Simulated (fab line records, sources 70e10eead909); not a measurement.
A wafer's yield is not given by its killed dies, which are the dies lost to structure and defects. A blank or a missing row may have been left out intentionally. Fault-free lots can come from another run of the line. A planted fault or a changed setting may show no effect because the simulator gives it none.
Which of the tools did it?    flow nand_harc    18 wafers from 6 lots sampled at 4 of the route's 1159 steps

WHAT THE GAUGES SHOWED, per wafer
NHARC_P_CONTACT_CD_MEAS_12: target cd 90 nm.
lot   measured      on         cd_nm (nm)
L149  day 6 12:53   cd_sem-02  89.6 89.9 90.4
L150  day 7 01:06   cd_sem-02  89.2 89.2 89.1
L154  day 7 23:31   cd_sem-03  89.7 89.4 88.7
L160  day 9 17:35   cd_sem-02  89.9 90.0 89.7
L162  day 10 05:11  cd_sem-01  91.1 90.6 90.1
L166  day 11 11:27  cd_sem-02  89.2 89.7 90.2

WHICH TOOL RAN EACH LOT (tool, then ch and the chambers of the sampled wafers, then the start)
lot   NHARC_P_GATE_DESCUM_93              NHARC_P_GATE_STRIP_95                 NHARC_P_CONTACT_EXPOSE_09
L149  rie_diel-04 ch 0,1,3, day 6 08:29   plasma_asher-01 ch 0,1, day 6 09:34   arfi_scanner-02 ch 0, day 6 12:45
L150  rie_diel-08 ch 1,2, day 6 20:13     plasma_asher-02 ch 0,1, day 6 21:19   arfi_scanner-01 ch 0, day 7 00:58
L154  rie_diel-06 ch 0,2,3, day 7 18:44   plasma_asher-02 ch 0,1, day 7 20:05   arfi_scanner-03 ch 0, day 7 23:23
L160  rie_diel-06 ch 0,2,3, day 9 13:09   plasma_asher-02 ch 1, day 9 14:15     arfi_scanner-02 ch 0, day 9 17:27
L162  rie_diel-04 ch 1,2, day 10 00:41    plasma_asher-01 ch 0,1, day 10 01:46  arfi_scanner-01 ch 0, day 10 05:04
L166  rie_diel-08 ch 1,2,3, day 11 06:45  plasma_asher-01 ch 0,1, day 11 07:49  arfi_scanner-01 ch 0, day 11 11:19
- NHARC_P_GATE_DESCUM_93: chemistry O2, time 3 s.
- NHARC_P_GATE_STRIP_95: strips in O2.
- NHARC_P_CONTACT_EXPOSE_09: exposes mask P CA, target cd 90 nm.

THE ANSWER, worked out from the rows above alone
Rule: usual is defined by the lots themselves. Put in order of their means at a reading, lots are off if they are a third of the lots or fewer, leave a main group of 4 or more, and stand apart from it by a gap of 3 or more times the standard deviation of the main group's means; of several such gaps the widest counts. A main group whose means are all the same, to the digits that the tables above print for the reading, isn't used. A lot without any number at a reading at which 4 lots or more have one is off too. All remaining lots with rows at the step are treated as sound.
No lot is off at any reading shown: from this, nothing can be told.

WHAT HAD BEEN PUT IN BY THE SIMULATOR
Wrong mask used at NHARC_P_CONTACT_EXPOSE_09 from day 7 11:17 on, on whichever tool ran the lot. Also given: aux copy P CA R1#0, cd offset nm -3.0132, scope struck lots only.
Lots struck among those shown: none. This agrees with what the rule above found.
